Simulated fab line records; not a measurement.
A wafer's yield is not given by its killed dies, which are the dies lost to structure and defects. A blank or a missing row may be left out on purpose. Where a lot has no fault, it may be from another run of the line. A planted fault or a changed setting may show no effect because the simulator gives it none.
Chamber matching    flow n5_finfet    N5_MOL_CONTACT_COAG_CMP_28 on cmp-04 has 4 sister chambers
The step polishes, stops on SiNx, t overpolish 0.85 s, target thk 14.522 nm. 4 wafers are shown with their chamber, then 9 later ones without.

## WAFERS, EACH WITH ITS CHAMBER
wafer   chamber  motor_current_A (A)
L081.6  0        12.5
L084.2  3        13.9
L084.5  1        12.8
L084.6  2        13.9

## WAFERS WITHOUT THEIR CHAMBER
wafer   motor_current_A (A)
L087.2  15.4
L087.3  12.6
L087.6  15.5
L094.3  14.9
L094.5  15.9
L094.6  14.2
L097.3  14.6
L097.4  15.6
L097.5  14.1

## THE CHAMBER EACH PASSED THROUGH
wafer   from the rows above                in truth
L087.2  can't be placed: 2 or 3 or 1 or 0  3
L087.3  can't be placed: 0 or 1 or 2 or 3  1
L087.6  can't be placed: 2 or 3 or 1 or 0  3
L094.3  can't be placed: 2 or 3 or 1 or 0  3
L094.5  can't be placed: 2 or 3 or 1 or 0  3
L094.6  can't be placed: 2 or 3 or 1 or 0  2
L097.3  can't be placed: 2 or 3 or 1 or 0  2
L097.4  can't be placed: 2 or 3 or 1 or 0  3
L097.5  can't be placed: 2 or 3 or 1 or 0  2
0 of 9 placed correctly. Unplaceable from these rows: 9, with the true chamber sitting among the candidates in 9. Wrongly placed: 0.
How it was worked out, from the rows above alone: a wafer's distance from a chamber is the root of the sum, over the readings, of the square of ((its reading less the chamber's mean) divided by the reading's scatter). The wafer belongs to the nearest chamber; if the next one is less than 2 further off, it can't be placed. The mean given for a chamber averages the wafers shown for that chamber. The scatter (one wafer shown for each chamber): square how far every hidden wafer sits from the nearest shown wafer, average those squares and take the square root.
